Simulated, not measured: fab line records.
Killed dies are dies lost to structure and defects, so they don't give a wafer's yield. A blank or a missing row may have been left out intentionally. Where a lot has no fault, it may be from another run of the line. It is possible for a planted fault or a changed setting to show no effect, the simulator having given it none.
Chamber matching    flow n5-finfet    rie-diel-04 running N5_BEOL_M0_SAQP_ETCH_107: 4 sister chambers
The step etches SiNx in CH3F/O2, target depth 30 nm. 8 wafers are shown with their chamber, then 7 later ones without.

WAFERS PAIRED WITH THEIR CHAMBERS
wafer   chamber  showerhead-plenum-p-Torr (Torr)  throttle-valve-pct (%)
L080.6  0        2.14                             16.08
L081.3  2        1.94                             16.49
L081.5  1        2.09                             16.44
L088.2  1        2.09                             16.48
L088.3  3        2.03                             16.12
L088.5  3        2.03                             16.12
L090.1  0        2.13                             16.13
L090.3  2        1.93                             16.53

WAFERS MISSING THEIR CHAMBER
wafer   showerhead-plenum-p-Torr (Torr)  throttle-valve-pct (%)
L090.6  2.13                             16.12
L091.2  2.03                             16.13
L091.5  2.03                             16.12
L091.6  2.13                             16.13
L097.2  2.03                             16.14
L097.3  1.93                             16.55
L097.5  1.93                             16.54

THE CHAMBER EACH PASSED THROUGH
wafer   from the rows above  in truth
L090.6  0                    0
L091.2  3                    3
L091.5  3                    3
L091.6  0                    0
L097.2  3                    3
L097.3  2                    2
L097.5  2                    2
7 of 7 placed correctly. Not placeable from these rows: 0. 0 placed wrongly.
How it was worked out, from the rows above alone: a wafer's distance from a chamber is the root of the sum, over the readings, of the square of ((its reading less the chamber's mean) divided by the reading's scatter). If the next closest chamber is less than 2 further off than the closest, the wafer can't be placed; otherwise it belongs to the closest. For every chamber, the mean is computed from those of its wafers that are shown. How the scatter is found: for the shown wafers, subtract from each reading the mean of its chamber, square and add these, divide the total by (wafers less chambers), then take the root.
